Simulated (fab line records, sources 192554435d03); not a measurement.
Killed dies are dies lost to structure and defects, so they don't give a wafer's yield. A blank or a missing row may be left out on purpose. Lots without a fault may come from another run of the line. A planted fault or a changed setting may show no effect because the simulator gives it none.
A struck lot beside a sound one | flow n5_finfet | 37 steps out of a route of 1938
Sound: wafers L781.2, L781.5, L781.6. Struck: wafers L786.2, L786.4, L786.6. The cause comes at the end.
At each step with rows: each side's tool, then ch and its chambers, then its first start. Under that, the readings that differ: sound wafers | struck wafers | difference of the means | sigmas: that difference in standard deviations of wafers without a fault.
alike: readings whose means differ by less than 2 such deviations, and words and numbers that are the same on both sides. not compared: withheld readings, readings that some wafer has no value for, bounds like >300 that may hide the same value, and numbers for which the record gives no deviation and whose values overlap.
The two part at a step that has a row with sigmas, a row that says differs or no value, or rows on one side only. Numbers that don't overlap but have no deviation are shown without sigmas and don't part them. A reading that every wafer of one side lacks parts them only if that side has two wafers or more.

first, 2 steps without rows for these wafers: N5_BEOL_M2_ANNEAL_51 (time 90 s); N5_BEOL_M2_CMP_52 (polishes, stops on SiOC, t overpolish 6.8 s, target thk 40 nm).
N5_BEOL_M2_THK_MEAS_53: measures by xrf.
  sound on film_metro-02, day 10 00:46; struck on film_metro-01, day 11 07:31
  alike: M2_THK
then, 1 step without rows for these wafers: N5_BEOL_M2_PRE_CLEAN_60 (time 15 s).
N5_BEOL_M2_CO_CAP_55: material Co, precursor CCTBA/H2, target thk 2 nm, time 102.1 s.
  sound on cvd_co-02 ch 0,1,2, day 10 00:50; struck on cvd_co-01 ch 0,2, day 11 07:35
  alike: heater_power_w
then, 1 step without rows for these wafers: N5_BEOL_M2_PRE_CLEAN_56 (time 15 s).
N5_BEOL_M2_DEP_57: deposits SiCN from 3MS/NH3, target thk 8 nm, time 14 s.
  sound on pecvd-01 ch 0,1, day 10 00:57; struck on pecvd-04 ch 0,1, day 11 07:42
  alike: chamber_pressure_Torr, rf_fwd_power_W, showerhead_plenum_p_Torr, throttle_valve_pct
N5_BEOL_M2_RS_MEAS_58: measures by four-point-probe.
  sound on film_metro-02, day 10 01:01; struck on film_metro-01, day 11 07:46
  alike: M2_RS
N5_BEOL_M2_INSPECT_59: inspects for defects (darkfield).
  sound on defect_inspect-02, day 10 01:02; struck on defect_inspect-01, day 11 07:47
  alike: raw_defect_count
N5_BEOL_M3_ILD_DEP_00: deposits SiOC from DEMS/O2, target thk 79 nm, time 15.3 s.
  sound on pecvd-03 ch 0,1, day 10 01:05; struck on pecvd-03 ch 1,2, day 11 07:50
  reading                  | sound       | struck      | difference | sigmas
  heater_power_outer_w (W) | 342 244 255 | 178 182 200 | -94        | -2
  alike: chamber_pressure_Torr, heater_power_w, showerhead_plenum_p_Torr, throttle_valve_pct
N5_BEOL_M3_THK_MEAS_01:
  sound on film_metro-02, day 10 01:10; struck on film_metro-02, day 11 07:54
  alike: M3_ILD_THK
then, 1 step without rows for these wafers: N5_BEOL_M3_PECVD_72 (deposits SiO2 from TEOS/O2, target thk 16 nm, time 18 s).
N5_BEOL_M3_HM_DEP_02: deposits TiN, target thk 20 nm.
  sound on pvd_sputter-02, day 10 01:58; struck on pvd_sputter-01, day 11 08:10
  no value came back on the struck wafers for chamber_pressure_pa (Pa), substrate_temp_c (C), throttle_valve_pct (%); on the sound wafers chamber_pressure_pa (Pa) reads 0.5002 0.4989 0.5003
then, 9 steps without rows for these wafers: N5_BEOL_M3_COAT_61 (time 60 s, resist thk 60 nm); N5_BEOL_M3_COAT_62 (time 60 s, resist thk 12 nm); N5_BEOL_M3_COAT_73 (time 60 s, resist thk 5 nm); N5_BEOL_M3_COAT_05 (resist thk 30 nm); N5_BEOL_M3_EBR_07; N5_BEOL_M3_SOFTBAKE_06 (time 60 s); N5_BEOL_M3_EXPOSE_08 (exposes mask M3); N5_BEOL_M3_PEB_09 (peb time 60 s); N5_BEOL_M3_DEVELOP_10 (develop time 30 s).
N5_BEOL_M3_CD_MEAS_11: target cd 17.05 nm.
  sound on cd_sem-02 ch 0, day 10 02:29; struck on cd_sem-02 ch 0, day 11 08:34
  alike: cd_nm
N5_BEOL_M3_OVL_MEAS_12:
  sound on overlay-02 ch 0, day 10 02:31; struck on overlay-02 ch 0, day 11 08:36
  alike: M3_OVL
N5_BEOL_M3_INSPECT_13: inspects for defects (brightfield).
  sound on defect_inspect-02, day 10 02:34; struck on defect_inspect-01, day 11 08:40
  alike: raw_defect_count
then, 3 steps without rows for these wafers: N5_BEOL_M3_DESCUM_16 (chemistry O2, time 7 s); N5_BEOL_M3_ETCH_74 (etches underlayer in N2/H2, target depth 6.5 nm, time 5.2 s); N5_BEOL_M3_ETCH_63 (etches SiARC in CF4, target depth 15.6 nm, time 26 s).
N5_BEOL_M3_ETCH_64: etches SOC in N2/H2, target depth 75 nm, overetch 15 nm, time 112.5 s.
  sound on rie_diel-05 ch 2,3, day 10 02:41; struck on rie_diel-04 ch 0,1, day 11 08:47
  reading                | sound             | struck            | difference | sigmas
  oes_product_au (a.u.)  | 0.71 0.69 0.71    | 0.57 0.57 0.57    | -0.13      | -2
  throttle_valve_pct (%) | 17.01 17.47 17.02 | 17.75 17.73 17.75 | +0.58      | +2
  alike: drypump_motor_current_A, rf_vpp_V, showerhead_plenum_p_Torr
  not compared: rf_hours_counter_h
then, 2 steps without rows for these wafers: N5_BEOL_M3_STRIP_65 (strips in N2/H2); N5_BEOL_M3_STRIP_75 (strips in N2/H2).
N5_BEOL_M3_STRIP_66: strips in CF4.
  sound on rie_diel-05 ch 2,3, day 10 02:49; struck on rie_diel-04 ch 0,1, day 11 08:55
  reading               | sound          | struck         | difference | sigmas
  oes_product_au (a.u.) | 0.88 0.88 0.89 | 0.72 0.72 0.71 | -0.17      | -2
  alike: drypump_motor_current_A, rf_vpp_V, showerhead_plenum_p_Torr, throttle_valve_pct
  not compared: rf_hours_counter_h
N5_BEOL_M3_HM_OPEN_17: chemistry Cl2/BCl3, target TiN, target depth 20 nm, overetch 6 nm.
  sound on rie_metal-02 ch 0,1, day 10 02:51; struck on rie_metal-02 ch 0,1, day 11 08:58
  reading                  | sound             | struck            | difference | sigmas
  oes_product_au (a.u.)    | 0.74 0.55 0.74    | 0.32 0.32 0.24    | -0.38      | -4
  throttle_valve_pct (%)   | 22.23 22.67 22.25 | 22.90 22.90 23.33 | +0.66      | +3
  model.etch.depth_nm (nm) | 19.72 20 19.77    | 0 0 0             | -20        |
  alike: drypump_motor_current_A, mfc_ar_sccm
  not compared: rf_hours_counter_h
then, 1 step without rows for these wafers: N5_BEOL_M3_STRIP_19 (strips in O2).
N5_BEOL_M3_CD_MEAS_18: pitch 36 nm, target cd 18 nm.
  sound on cd_sem-02, day 10 03:02; struck on cd_sem-03, day 11 09:08
  reading    | sound          | struck | difference                    | sigmas
  cd_nm (nm) | 18.2 18.2 18.5 | - - -  | no value on the struck wafers |
then, 1 step without rows for these wafers: N5_BEOL_M3_COAT_67 (time 60 s, resist thk 60 nm).
N5_BEOL_M4_RC_MEAS_101:
  the record has rows for the sound wafers here (prober-01 ch 0, day 11 02:40) and none for the struck ones

WHERE THEY PART
First at N5_BEOL_M3_ILD_DEP_00; last, within this record, at N5_BEOL_M4_RC_MEAS_101.

WHY: what the simulator had put in
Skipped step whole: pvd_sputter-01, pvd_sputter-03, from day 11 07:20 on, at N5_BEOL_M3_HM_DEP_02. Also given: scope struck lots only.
